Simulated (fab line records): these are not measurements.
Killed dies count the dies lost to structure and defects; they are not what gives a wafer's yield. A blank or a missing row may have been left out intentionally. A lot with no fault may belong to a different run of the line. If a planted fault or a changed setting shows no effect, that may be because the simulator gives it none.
One fault seen from 2 desks ; flow nand-harc ; what lay behind the numbers comes last; until then each desk has only its own

FOR THE TOOL OWNER'S DESK: rie-si-01
The tool's own readings at NHARC_P_ZERO_WELL_ETCH_63 (etches the open film in HBr/Cl2, target depth 120 nm, time 40.1 s): means of the sampled wafers that have a number, for each lot that ran on this tool. A lot is out of limits, marked OUT, if its mean lies more than 4 standard deviations from the usual mean; the brackets give that distance.
Columns: A = drypump-motor-current-A at NHARC_P_ZERO_WELL_ETCH_63, usual 5.8 A; B = oes-product-au at NHARC_P_ZERO_WELL_ETCH_63, usual 0.996 a.u.; C = throttle-valve-pct at NHARC_P_ZERO_WELL_ETCH_63, usual 26.406 %
lot;first seen here;A;B;C
L602;day 3 01:55;5.7;1.006;26.405
L609;day 4 19:33;5.4;1.274 (+28) OUT;26.406
L610;day 5 01:32;5.1;1.287 (+29) OUT;26.401
This desk finds L609, L610 out of limits, L609 being first, at day 4 19:33 (oes-product-au at NHARC_P_ZERO_WELL_ETCH_63). Within limits: L602.

AT THE METROLOGY DESK
What the gauges read, lot by lot, whatever tool the lot ran on: means of the sampled wafers that have a number. A lot is out of limits, marked OUT, if its mean lies more than 4 standard deviations from the usual mean; the brackets give that distance.
Columns: A = cd-nm at NHARC_P_ZERO_WELL_CD_MEAS_11, usual 500.4 nm; B = cd-nm at NHARC_P_ZERO_WELL_CD_MEAS_24, usual 720.7 nm; C = cd-nm at NHARC_P_ZERO_WELL_CD_MEAS_37, usual 719.3 nm
lot;first seen here;A;B;C
L601;day 2 19:14;499.4;718.4;720.7
L602;day 3 01:29;502.8;720.1;720.9
L609;day 4 19:07;502.1;718.4;718.9
L610;day 5 01:07;499.3;722.1;720.0
L614;day 6 01:11;497.8;722.2;717.7
L616;day 6 13:15;497.9;719.8;722.0
This desk found nothing out of limits on any of the 6 lots.

PUT TOGETHER
At day 4 19:33, on L609, L610, the tool owner's desk was in a position to raise an alarm.
Nothing out of limits was seen by the metrology desk.
The metrology desk holds a record of L609, L610, inside its limits.
Of the lots named, all ran NHARC_P_ZERO_WELL_ETCH_63 on rie-si-01.

WHAT THE SIMULATOR HAD PUT IN
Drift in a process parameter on rie-si-01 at NHARC_P_ZERO_WELL_ETCH_63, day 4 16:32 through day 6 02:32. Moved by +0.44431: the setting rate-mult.
Struck lots among those shown: L609, L610.
Time in hours from fault onset to the first out-of-limits reading at each desk: the tool owner's desk, 3.
